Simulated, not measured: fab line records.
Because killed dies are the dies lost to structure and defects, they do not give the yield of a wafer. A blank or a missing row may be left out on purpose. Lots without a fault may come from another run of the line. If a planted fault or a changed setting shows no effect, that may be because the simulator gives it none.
fab line records -- flow nand_harc
[record] lots = 14, wafers = 42, last_day = 33
route steps=1302 shown A_CHANNEL_FILL_D2@628 A_STAIRCASE@639
lots that met no fault: taken from a fault-free run of the same line
start_h: start of the lot's first displayed wafer, in hours after the record's first day -- wait_h: hours since the lot's step before -- " unchanged from the row above -- L1.1+2: one row covering several wafers at once -- - no value, or no start given -- * or withheld: withheld -- < > ~ a bound
route shown NAME@n: NAME is a module with steps in the file, n the number in the route of the first one -- usual: mean and standard deviation over wafers with no fault -- same: alike in all rows -- chamber/n: place in a boat -- sites: the reading at each site -- _std_site: the standard deviation of these -- _edge_site: mean of outer sites minus mean of inner sites -- radius_mm: for every site, how far away it sits from the centre of the wafer -- mask NAME#n: copy n -- behind: the tool/chamber that last shaped the wafer -- hold: the reason the lot was held/the length of the hold in hours/how it ended -- device: the n, p or np transistor that did not switch -- end of line: tests of these same wafers at the route's end -- where a step has no rows: the recipe by itself -- killed: at the first sort, the dies lost to defects and structure; wafer yield is something else -- map: the dies of a wafer, with x for killed, . for not killed, _ for no die there
set.NAME: the setting as run; set.NAME@STEP: as run at that earlier step -- model.NAME: the simulator's own value behind a step, which no gauge read
one table for each step of the route and one row for each wafer, over a sample of lots
services: a tool's chamber out of use, with start hour (start_h, from the record's first day; less than 0 if before it), hours out, and reason
[[steps]]
[step NHARC_A_CHANNEL_FILL_D2_ETCHBACK_08]
[recipe] target_depth_a = 2200, time_s = 110, c4f8_flow_sccm = 20, ar_flow_sccm = withheld, rf_w = 600, bias_w = 300, chemistry = C4F8
[usual] oes_product_au = 0.96/0.036, rf_vpp_V = 439.7/3
lot.wafer,tool,chamber,start_h,wait_h,oes_product_au,rf_hours_counter_h,rf_vpp_V
L886.3,rie_diel-06,2,-,-,0.95,0,445.6
L886.1,rie_diel-06,0,-,-,0.94,0,436.4
L886.6,rie_diel-06,3,-,-,0.95,-,437.4
L887.2,rie_diel-06,3,-,-,0.93,1,436.7
L887.3,rie_diel-06,0,-,-,0.91,1,435.8
L887.4,rie_diel-06,1,-,-,0.93,1,441.3
L890.2,rie_diel-06,2,-,-,0.99,2,446.5
L890.5,rie_diel-06,2,-,-,1.00,-,443.4
L890.6,rie_diel-06,3,-,-,1.01,-,437.8
L889.4,rie_diel-08,1,-,-,1.00,0,439.9
L889.6,rie_diel-08,0,-,-,1.00,-,440.9
L889.5,rie_diel-08,1,-,-,1.00,-,441.5
L891.1,rie_diel-06,1,-,-,0.99,2,440.2
L891.4,rie_diel-06,3,-,-,1.01,2,439.0
L891.6,rie_diel-06,1,-,-,1.00,-,440.5
L892.3,rie_diel-06,1,-,-,0.92,3,440.4
L892.1,rie_diel-06,2,-,-,0.93,3,445.1
L892.6,rie_diel-06,2,-,-,0.92,-,445.0
L893.2,rie_diel-06,1,-,-,0.93,3,441.6
L893.1,rie_diel-06,2,-,-,0.92,3,445.7
L893.4,rie_diel-06,3,-,-,0.93,3,439.1
L895.3,rie_diel-08,2,-,-,1.01,2,437.1
L895.2,rie_diel-08,3,-,-,1.01,2,439.8
L895.5,rie_diel-08,2,-,-,1.00,-,436.3
L902.1,rie_diel-08,0,-,-,0.92,4,442.7
L902.2,rie_diel-08,2,-,-,0.93,4,435.8
L902.5,rie_diel-08,3,-,-,0.93,-,439.8
L901.3,rie_diel-06,3,-,-,0.93,1,436.5
L901.1,rie_diel-06,1,-,-,0.93,1,440.0
L901.5,rie_diel-06,0,-,-,0.93,-,438.6
L905.1,rie_diel-06,1,-,-,0.92,1,441.3
L905.4,rie_diel-06,3,-,-,0.93,1,437.8
L905.6,rie_diel-06,1,-,-,0.93,-,439.7
L907.3,rie_diel-03,2,-,-,1.01,17,437.3
L907.1,rie_diel-03,1,-,-,0.99,13,443.3
L907.6,rie_diel-03,3,-,-,1.00,-,443.7
L904.1,rie_diel-06,1,-,-,0.97,1,441.5
L904.5,rie_diel-06,0,-,-,0.96,-,436.9
L904.6,rie_diel-06,1,-,-,0.97,-,439.3
L908.4,rie_diel-06,0,-,-,1.00,2,437.6
L908.2,rie_diel-06,2,-,-,1.01,2,444.6
L908.1,rie_diel-06,3,-,-,1.00,2,436.5
[step NHARC_A_STAIRCASE_DEP_156]
[recipe] target_thk_a = 500, temp_c = 400, target_thk_nm = 50, flow_sccm = 200, rf_w = 450, material = SiNx
[usual] heater_power_w = 713/130, susceptor_temp_C = 400.03/0.24
lot.wafer,tool,chamber,start_h,wait_h,heater_power_w,susceptor_temp_C
L886.1,pecvd-01,0,355.87,0.1,687,400.43
L886.3,pecvd-01,1,355.87,0.1,743,399.65
L886.6,pecvd-01,2,355.87,0.1,612,399.57
L887.3,pecvd-02,1,369.64,0.1,742,399.93
L887.2,pecvd-02,2,369.64,0.1,752,399.55
L887.4,pecvd-02,2,369.64,0.1,760,399.98
L890.2,pecvd-04,1,391.43,0.3,711,399.77
L890.6,pecvd-04,1,391.43,0.3,733,400.02
L890.5,pecvd-04,2,391.43,0.3,597,399.87
L889.4,pecvd-01,0,391.78,0.5,685,400.07
L889.5,pecvd-01,1,391.78,0.5,805,400.44
L889.6,pecvd-01,2,391.78,0.5,529,400.08
L891.1,pecvd-04,2,406.03,0.1,599,400.04
L891.6,pecvd-04,2,406.03,0.1,604,399.91
L891.4,pecvd-04,0,406.03,0.1,755,399.78
L892.3,pecvd-01,1,413.67,0.1,766,400.14
L892.1,pecvd-01,0,413.67,0.1,646,399.93
L892.6,pecvd-01,0,413.67,0.1,650,399.62
L893.1,pecvd-04,2,435.08,0.1,640,400.19
L893.2,pecvd-04,1,435.08,0.1,700,399.77
L893.4,pecvd-04,2,435.08,0.1,642,400.01
L895.2,pecvd-01,2,454.85,0.1,595,400.44
L895.3,pecvd-01,0,454.85,0.1,713,399.88
L895.5,pecvd-01,1,454.85,0.1,674,400.14
L902.1,pecvd-01,1,520.17,0.1,786,399.83
L902.2,pecvd-01,0,520.17,0.1,659,399.72
L902.5,pecvd-01,2,520.17,0.1,651,400.22
L901.1,pecvd-04,2,520.17,0.1,551,399.85
L901.3,pecvd-04,1,520.17,0.1,638,400.40
L901.5,pecvd-04,1,520.17,0.1,620,400.03
L905.1,pecvd-02,1,551.48,0.1,742,400.25
L905.4,pecvd-02,2,551.48,0.1,634,400.41
L905.6,pecvd-02,1,551.48,0.1,736,400.29
L904.1,pecvd-04,0,557.26,0.1,745,400.16
L904.5,pecvd-04,0,557.26,0.1,744,400.22
L904.6,pecvd-04,1,557.26,0.1,633,399.88
L907.1,pecvd-01,1,557.43,0.1,756,399.93
L907.3,pecvd-01,0,557.43,0.1,651,400.41
L907.6,pecvd-01,0,557.43,0.1,644,399.96
L908.1,pecvd-04,1,589.08,0.1,595,400.15
L908.2,pecvd-04,2,589.08,0.1,521,400.12
L908.4,pecvd-04,0,589.08,0.1,808,400.08
[step NHARC_A_STAIRCASE_DEVELOP_165]
[recipe] time_s = 140
[usual] chill_plate_temp_C = 23.00/0.12, exhaust_pa = 45.0/0.85
lot.wafer,tool,chamber,start_h,wait_h,chill_plate_temp_C,exhaust_pa
L886.1,litho_track-03,0,356,-,22.88,46.1
L886.3,litho_track-03,0,356,-,22.91,44.4
L886.6,litho_track-03,0,356,-,22.95,44.8
L887.2,litho_track-03,0,370,-,23.31,45.4
L887.3,litho_track-03,0,370,-,23.20,43.9
L887.4,litho_track-03,0,370,-,23.23,45.5
L890.2,litho_track-02,0,392,-,23.06,44.7
L890.5,litho_track-02,0,392,-,23.03,45.0
L890.6,litho_track-02,0,392,-,23.03,44.6
L889.4,litho_track-07,0,392,-,22.82,46.1
L889.5,litho_track-07,0,392,-,22.90,46.7
L889.6,litho_track-07,0,392,-,22.83,45.6
L891.1,litho_track-03,0,406,-,22.86,44.8
L891.4,litho_track-03,0,406,-,22.93,45.2
L891.6,litho_track-03,0,406,-,22.92,44.3
L892.1,litho_track-07,0,414,-,23.20,45.3
L892.3,litho_track-07,0,414,-,23.13,45.4
L892.6,litho_track-07,0,414,-,23.05,44.6
L893.1,litho_track-07,0,435,-,22.89,44.4
L893.2,litho_track-07,0,435,-,22.96,44.5
L893.4,litho_track-07,0,435,-,23.14,43.9
L895.2,litho_track-07,0,455,-,22.89,45.5
L895.3,litho_track-07,0,455,-,22.95,46.3
L895.5,litho_track-07,0,455,-,22.97,45.5
L902.1,litho_track-03,-,520,-,-,-
L902.2,litho_track-03,-,520,-,-,-
L902.5,litho_track-03,-,520,-,-,-
L901.1,litho_track-07,-,520,-,-,-
L901.3,litho_track-07,-,520,-,-,-
L901.5,litho_track-07,-,520,-,-,-
L905.1,litho_track-03,0,552,-,22.95,44.5
L905.4,litho_track-03,0,552,-,23.01,44.8
L905.6,litho_track-03,0,552,-,23.07,44.5
L904.1,litho_track-02,0,557,-,23.05,45.3
L904.5,litho_track-02,0,557,-,23.06,44.7
L904.6,litho_track-02,0,557,-,22.93,45.3
L907.1,litho_track-03,0,557,-,22.88,43.5
L907.3,litho_track-03,0,557,-,22.98,45.0
L907.6,litho_track-03,0,557,-,23.11,43.9
L908.1,litho_track-07,0,589,-,23.10,44.3
L908.2,litho_track-07,0,589,-,23.06,47.0
L908.4,litho_track-07,0,589,-,23.04,45.4
[step NHARC_A_STAIRCASE_ETCH_170]
[recipe] target_depth_a = 2000, time_s = 66.667, ion_energy_ev = 250, c4f6_flow_sccm = 25, o2_flow_sccm = 20, ar_flow_sccm = 500, rf_w = 600, bias_w = 500, chemistry = C4F6/O2
[usual] drypump_motor_current_A = 5.6/0.48, oes_product_au = 0.977/0.0094, rf_vpp_V = 547.4/3, showerhead_plenum_p_Torr = 3.95/0.14, throttle_valve_pct = 26.904/0.0084
lot.wafer,tool,chamber,start_h,wait_h,drypump_motor_current_A,oes_product_au,rf_hours_counter_h,rf_vpp_V,showerhead_plenum_p_Torr,throttle_valve_pct
L886.1,rie_diel-10,3,-,-,5.9,0.975,36,546.2,3.81,26.897
L886.3,rie_diel-10,0,-,-,5.0,0.964,33,547.9,3.97,26.899
L886.6,rie_diel-10,2,-,-,5.8,0.969,-,550.5,4.14,26.896
L887.3,rie_diel-05,0,-,-,5.3,0.989,42,549.2,4.00,26.917
L887.4,rie_diel-05,2,-,-,4.9,0.982,47,550.4,4.13,26.908
L887.2,rie_diel-05,3,-,-,5.3,0.986,42,544.1,3.81,26.908
L890.2,rie_diel-10,3,-,-,5.9,0.959,49,545.1,3.81,26.902
L890.6,rie_diel-10,3,-,-,5.8,0.963,-,545.9,3.81,26.899
L890.5,rie_diel-10,0,-,-,5.0,0.959,-,547.2,3.96,26.897
L889.4,rie_diel-01,3,-,-,5.9,0.975,1,549.3,3.99,26.914
L889.5,rie_diel-01,1,-,-,6.1,0.983,-,551.8,4.16,26.898
L889.6,rie_diel-01,2,-,-,5.5,0.965,-,547.9,3.96,26.909
L891.1,rie_diel-10,0,-,-,5.0,0.989,47,547.9,3.96,26.913
L891.4,rie_diel-10,2,-,-,5.8,0.975,50,550.5,4.13,26.911
L891.6,rie_diel-10,0,-,-,5.0,0.983,-,548.0,3.96,26.914
L892.3,rie_diel-10,3,-,-,5.9,0.981,55,543.9,3.80,26.904
L892.1,rie_diel-10,2,-,-,5.8,0.982,54,549.6,4.12,26.907
L892.6,rie_diel-10,3,-,-,5.9,0.963,-,544.3,3.80,26.909
L893.4,rie_diel-10,0,-,-,5.0,0.973,2,548.4,3.96,26.902
L893.2,rie_diel-10,1,-,-,6.5,0.966,2,548.4,4.00,26.904
L893.1,rie_diel-10,3,-,-,5.9,0.983,1,544.3,3.80,26.911
L895.3,rie_diel-05,1,-,-,6.1,0.983,12,543.0,3.71,26.907
L895.2,rie_diel-05,3,-,-,5.3,0.975,15,544.1,3.79,26.897
L895.5,rie_diel-05,1,-,-,6.1,0.987,-,541.9,3.71,26.918
L902.1,rie_diel-05,3,-,-,5.3,0.980,31,543.9,3.78,26.895
L902.2,rie_diel-05,0,-,-,5.3,0.989,29,545.9,3.98,26.890
L902.5,rie_diel-05,2,-,-,4.8,0.970,-,550.4,4.10,26.904
L901.3,rie_diel-01,1,-,-,6.1,0.962,44,552.3,4.13,26.907
L901.1,rie_diel-01,2,-,-,5.5,0.990,47,546.3,3.93,26.913
L901.5,rie_diel-01,2,-,-,5.5,0.987,-,546.1,3.93,26.900
L905.1,rie_diel-01,0,-,-,5.5,0.989,50,548.1,3.96,26.908
L905.4,rie_diel-01,1,-,-,6.1,0.975,54,551.4,4.13,26.911
L905.6,rie_diel-01,0,-,-,5.5,0.980,-,546.6,3.96,26.908
L904.1,rie_diel-10,0,-,-,5.0,0.965,40,545.7,3.93,26.889
L904.5,rie_diel-10,1,-,-,6.5,0.986,-,548.2,3.98,26.907
L904.6,rie_diel-10,2,-,-,5.8,0.976,-,550.6,4.09,26.907
L907.3,rie_diel-10,0,-,-,5.0,0.966,40,547.3,3.93,26.922
L907.1,rie_diel-10,1,-,-,6.4,0.980,43,546.5,3.98,26.897
L907.6,rie_diel-10,2,-,-,5.8,0.976,-,549.7,4.09,26.912
L908.4,rie_diel-10,2,-,-,5.8,0.976,57,550.7,4.09,26.906
L908.2,rie_diel-10,3,-,-,5.9,0.978,60,544.2,3.77,26.919
L908.1,rie_diel-10,0,-,-,5.0,0.970,52,545.9,3.93,26.904
[[services]]
tool,chamber,start_h,hours,kind
rie_diel-01,-,352.43,0.6,repair
pecvd-01,2,365.08,4.3,repair
rie_diel-08,-,367.80,9.0,pm
rie_diel-10,1,374.92,1.3,repair
rie_diel-10,2,379.05,2.2,repair
rie_diel-01,-,381.64,9.0,pm
rie_diel-08,1,394.27,21.8,repair
rie_diel-05,-,406.83,9.0,pm
rie_diel-06,3,415.36,5.9,repair
rie_diel-10,-,419.66,9.0,pm
rie_diel-05,-,425.45,2.7,repair
litho_track-07,-,426.00,7.0,pm
rie_diel-01,-,427.65,0.6,repair
pecvd-04,2,439.12,7.7,repair
pecvd-04,0,443.00,4.2,repair
litho_track-03,-,450.01,7.0,pm
pecvd-04,-,450.48,13.0,pm
rie_diel-06,-,465.08,2.4,repair
rie_diel-06,-,484.20,9.0,pm
pecvd-01,-,492.56,2.3,repair
pecvd-01,-,498.23,13.0,pm
rie_diel-06,-,535.30,0.8,repair
rie_diel-08,3,542.31,17.6,repair
rie_diel-08,-,544.80,9.0,pm
[[key]]
[first_sign] step = NHARC_A_STAIRCASE_DEVELOP_165, reading = tool_record, direction = missing
effect none on later readings
met_at NHARC_A_STAIRCASE_DEVELOP_165
struck_lots L901,L902
later_rows_left_out L901.1,L901.3,L901.5,L902.1,L902.2,L902.5
sort_left_out L901.1,L901.3,L901.5,L902.1,L902.2,L902.5
tester_left_out L901,L902
not_acting_at NHARC_A_CHANNEL_FILL_D2_ETCHBACK_08,NHARC_A_STAIRCASE_DEP_156,NHARC_A_STAIRCASE_ETCH_170
onset_between 455 520
[fault] kind = skipped_step_whole, tool = litho_track-03,litho_track-07, chamber = -, onset_h = 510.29, steps = NHARC_A_STAIRCASE_DEVELOP_165, scope = struck_lots_only
// tester_left_out: of these lots the tester's yield and bins aren't shown, on N5 and GAA mostly nor the transistor test; their killed dies are dies lost to structure and defects alone, not to doping, threshold or leakage, so they don't give the yield
// sort_left_out: the simulated sort isn't trusted on such a fault, so these wafers' sort isn't shown, and their yield isn't known
// later_rows_left_out: the simulator's readings of these wafers behind a module that went badly wrong aren't trusted and aren't shown, but for the sort
